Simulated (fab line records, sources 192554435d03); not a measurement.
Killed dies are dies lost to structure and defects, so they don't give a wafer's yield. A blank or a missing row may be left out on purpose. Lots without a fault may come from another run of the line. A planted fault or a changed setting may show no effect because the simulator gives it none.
Chamber matching | flow n5_finfet | N5_BEOL_M15_CMP_49 on cmp-04: 4 sister chambers
The step polishes, stops on SiO2, t overpolish 4.9 s, target thk 850 nm. 14 wafers are shown with their chamber, then 7 later ones without.

WAFERS WITH THEIR CHAMBER
wafer  | chamber | motor_current_A (A) | barrier_field_endpoint_s (s) | overpolish_run_s (s)
L074.1 | 0       | 7.6                 | 11.50                        | 4.896
L074.2 | 3       | 7.1                 | 11.74                        | 4.885
L074.3 | 1       | 8.4                 | 11.74                        | 4.894
L076.3 | 2       | 7.0                 | 11.52                        | 4.891
L076.4 | 3       | 7.4                 | 11.67                        | 4.908
L076.6 | 1       | 8.4                 | 11.94                        | 4.908
L078.2 | 0       | 6.6                 | 11.55                        | 4.885
L078.4 | 3       | 7.3                 | 11.43                        | 4.898
L078.5 | 1       | 8.5                 | 11.59                        | 4.910
L080.1 | 2       | 6.9                 | 11.53                        | 4.903
L080.4 | 1       | 8.4                 | 12.01                        | 4.890
L080.6 | 1       | 8.9                 | 12.09                        | 4.896
L086.1 | 2       | 6.7                 | 11.47                        | 4.900
L086.2 | 0       | 7.2                 | 11.63                        | 4.885

SIGNATURES (means of the wafers above)
reading                  | chamber 0 | chamber 1 | chamber 2 | chamber 3 | scatter within a chamber
motor_current_A          | 7.133     | 8.520     | 6.867     | 7.267     | 0.281
barrier_field_endpoint_s | 11.5600   | 11.8740   | 11.5067   | 11.6133   | 0.152
overpolish_run_s         | 4.88867   | 4.89960   | 4.89800   | 4.89700   | 0.0086
Rule: a wafer's distance from a chamber is the root of the sum, over the readings, of the square of ((its reading less the chamber's mean) divided by the reading's scatter). The wafer belongs to the nearest chamber; if the next one is less than 2 further off, it can't be placed. The scatter: the root of (the sum of the squares of (reading less its chamber's mean) over the shown wafers, divided by (wafers less chambers)).

WAFERS WITHOUT THEIR CHAMBER
wafer  | motor_current_A (A) | barrier_field_endpoint_s (s) | overpolish_run_s (s)
L086.4 | 7.5                 | 11.49                        | 4.906
L090.2 | 7.5                 | 11.71                        | 4.900
L090.3 | 6.8                 | 11.43                        | 4.903
L090.4 | 7.3                 | 11.18                        | 4.898
L092.2 | 7.0                 | 11.24                        | 4.904
L092.5 | 7.3                 | 11.25                        | 4.902
L092.6 | 7.0                 | 11.29                        | 4.890

WHICH CHAMBER EACH WENT THROUGH
wafer  | from the rows above          | in truth
L086.4 | can't be placed: 3 or 2 or 0 | 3
L090.2 | can't be placed: 3 or 0 or 2 | 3
L090.3 | can't be placed: 2 or 3 or 0 | 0
L090.4 | can't be placed: 2 or 0 or 3 | 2
L092.2 | can't be placed: 2 or 3 or 0 | 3
L092.5 | can't be placed: 2 or 3 or 0 | 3
L092.6 | can't be placed: 2 or 0 or 3 | 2
Placed correctly: 0 of 7. Can't be placed from these rows: 7 (the true chamber is among the candidates in 7). Placed wrongly: 0.
